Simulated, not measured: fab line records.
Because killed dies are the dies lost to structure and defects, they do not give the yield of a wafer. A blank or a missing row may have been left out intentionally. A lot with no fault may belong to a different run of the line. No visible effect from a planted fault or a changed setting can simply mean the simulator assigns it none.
Check for tools in common | flow nandHarc | 2 lots, 6 wafers sampled

THE REASON FOR OPENING IT
On 2 of the 2 lots, a flag is raised at NHARC_END_SORT_01 on the reading killedAtArray. Fault-free wafers read 28, with a standard deviation of 11.
Rule: a lot gets a flag if all its wafers with a number sit over 4 standard deviations from that mean, or if no wafer of it has a number. As for the other lots, they are considered sound.

lot  | measured     | on        | killedAtArray, wafer by wafer | flag
L126 | day 23 06:01 | prober-02 | 674 672 672                   | FLAGGED
L127 | day 23 07:37 | prober-01 | 674 674 673                   | FLAGGED
Average over the flagged lots: 673; offset from the usual +645, equal to +59 standard deviations.

TOOL THAT RAN EACH LOT
The record holds 2 process steps before the reading, out of a route of 1159 steps. Each cell gives the tool, then ch followed by the chambers the sampled wafers passed through, then the start.
lot  | flag    | NHARC_A_CHANNEL_HOLE_D1_ETCH_34              | NHARC_A_CHANNEL_HOLE_D1_ETCH_19
L126 | FLAGGED | rieDiel-11 ch 0,3, day 12 09:14 or earlier   | harEtch-02 ch 0,1, day 12 09:19
L127 | FLAGGED | rieDiel-02 ch 0,1,3, day 12 09:16 or earlier | harEtch-01 ch 0,1, day 12 09:23
What is done by these steps:
- NHARC_A_CHANNEL_HOLE_D1_ETCH_34: etches the open film in CF4/CHF3, target depth 154 nm, time 77 s.
- NHARC_A_CHANNEL_HOLE_D1_ETCH_19: etches the open film in C4F8/O2/Ar, time 34.5 s.
- NHARC_END_SORT_01

FLAGGED AGAINST TOTAL, ONE TOOL AT A TIME (gauges that did the reading follow at the end)
step                            | tool       | lots run | flagged | share of the flagged lots | sound lots run after its first flagged lot
NHARC_A_CHANNEL_HOLE_D1_ETCH_34 | rieDiel-02 | 1        | 1       | some                      | 0
NHARC_A_CHANNEL_HOLE_D1_ETCH_34 | rieDiel-11 | 1        | 1       | some                      | 0
NHARC_A_CHANNEL_HOLE_D1_ETCH_19 | harEtch-01 | 1        | 1       | some                      | 0
NHARC_A_CHANNEL_HOLE_D1_ETCH_19 | harEtch-02 | 1        | 1       | some                      | 0
NHARC_END_SORT_01               | prober-01  | 1        | 1       | some                      | 0
NHARC_END_SORT_01               | prober-02  | 1        | 1       | some                      | 0
Because NHARC_A_CHANNEL_HOLE_D1_ETCH_34 lacks a start for some lots, the hours and order of its lots are taken from NHARC_A_CHANNEL_HOLE_D1_CD_MEAS_18.

THE TABLE: WHAT IT ALLOWS
No row of the table ran every flagged lot.

WHAT THE SIMULATOR HAD INSERTED
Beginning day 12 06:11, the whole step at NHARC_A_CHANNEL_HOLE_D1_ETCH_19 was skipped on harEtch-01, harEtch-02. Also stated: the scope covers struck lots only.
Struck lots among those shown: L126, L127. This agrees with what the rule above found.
